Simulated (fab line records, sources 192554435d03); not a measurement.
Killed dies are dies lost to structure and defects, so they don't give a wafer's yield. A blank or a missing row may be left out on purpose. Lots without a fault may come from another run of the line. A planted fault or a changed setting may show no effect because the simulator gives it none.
Split-lot experiment | flow n5_finfet | 7 lots, 21 wafers read, on a route of 1938 steps

THE SPLIT
At N5_BEOL_M7_COAT_59 (time 60 s, resist thk 100 nm), the setting spin_rpm was moved away from the recipe's 1500 rpm on 8 of the 21 wafers read, by -7.3% to +5.7%. The other wafers ran this setting at the recipe's value.

The reading is taken at the split's own step.

THE READING
SOC_of_BEOL_M7_COAT_59.thk_nm (the simulator's own value, which no gauge read), in nm, at N5_BEOL_M7_COAT_59 (time 60 s, resist thk 100 nm). The file gives no usual value for it. The 13 wafers here that ran the recipe average 100.1 nm, standard deviation 0.29 nm.

wafer  | tool, chamber at the split | spin_rpm as run, rpm | against the recipe | SOC_of_BEOL_M7_COAT_59.thk_nm, nm | against lot-mates on the recipe
L075.1 | litho_track-01, 0          | 1500                 | recipe             | 100.2                             | -
L075.3 | litho_track-01, 0          | 1500                 | recipe             | 100.2                             | -
L075.6 | litho_track-01, 0          | 1500                 | recipe             | 100.4                             | -
L076.4 | litho_track-03, 0          | 1561                 | +4.1%              | 98.4                              | -2.0
L076.5 | litho_track-03, 0          | 1500                 | recipe             | 100.4                             | -
L076.6 | litho_track-03, 0          | 1561                 | +4.1%              | 98.6                              | -1.8
L084.1 | litho_track-04, 0          | 1390                 | -7.3%              | 104.2                             | +4.3
L084.2 | litho_track-04, 0          | 1500                 | recipe             | 99.8                              | -
L084.3 | litho_track-04, 0          | 1500                 | recipe             | 100                               | -
L087.1 | litho_track-01, 0          | 1586                 | +5.7%              | 97.4                              | -2.6
L087.2 | litho_track-01, 0          | 1586                 | +5.7%              | 97.4                              | -2.6
L087.6 | litho_track-01, 0          | 1500                 | recipe             | 100                               | -
L092.2 | litho_track-03, 0          | 1500                 | recipe             | 100.6                             | -
L092.6 | litho_track-03, 0          | 1500                 | recipe             | 100.6                             | -
L092.3 | litho_track-03, 0          | 1430                 | -4.7%              | 102.8                             | +2.2
L090.1 | litho_track-01, 0          | 1500                 | recipe             | 99.8                              | -
L090.3 | litho_track-01, 0          | 1553                 | +3.5%              | 98.2                              | -1.6
L090.6 | litho_track-01, 0          | 1553                 | +3.5%              | 98.4                              | -1.4
L097.1 | litho_track-03, 0          | 1500                 | recipe             | 99.8                              | -
L097.5 | litho_track-03, 0          | 1500                 | recipe             | 99.8                              | -
L097.6 | litho_track-03, 0          | 1500                 | recipe             | 100                               | -

THE FIT
A straight line over all 21 wafers: SOC_of_BEOL_M7_COAT_59.thk_nm changes by -0.507 nm for each +1% of spin_rpm; r = -0.98; the points scatter about the line by 0.29 nm.
The same after taking each lot's own level away (the mean of its wafers on the recipe; 21 wafers): -0.496 nm for each +1%; r = -0.99; scatter 0.19 nm.
On that fit, the largest move of spin_rpm shifts the reading by 3.6 nm.
The lots' own levels span 99.80 to 100.60 nm, that is 2.8 times the standard deviation above.
So the lot-to-lot level changes the slope little: the two slopes agree.
Check: with one of the wafers moved furthest among these (-7.3%) left out of the fit, the line predicts +3.36 nm for it against its lot-mates. It came out at +4.3 nm against them.

OTHER SPLITS ON THESE WAFERS
These wafers also went through other splits before the reading. Each is held against what the fit with the lots' levels taken away leaves over:
other split on the same wafers   | wafers away from the commonest value | r with SOC_of_BEOL_M7_COAT_59.thk_nm (lot level and that fit taken away)
N5_BEOL_M4_TRENCH_ETCH_37 bias_w | 7                                    | +0.09
N5_BEOL_M5_EXPOSE_08 dose_mj     | 8                                    | -0.04
N5_BEOL_M5_ETCH_72 bias_w        | 5                                    | -0.14
N5_BEOL_M6_COAT_60 spin_rpm      | 7                                    | -0.09

THE FILE'S OWN FIT
SOC_of_BEOL_M7_COAT_59.thk_nm changes by -0.507 nm for each +1% of spin_rpm, r = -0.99.
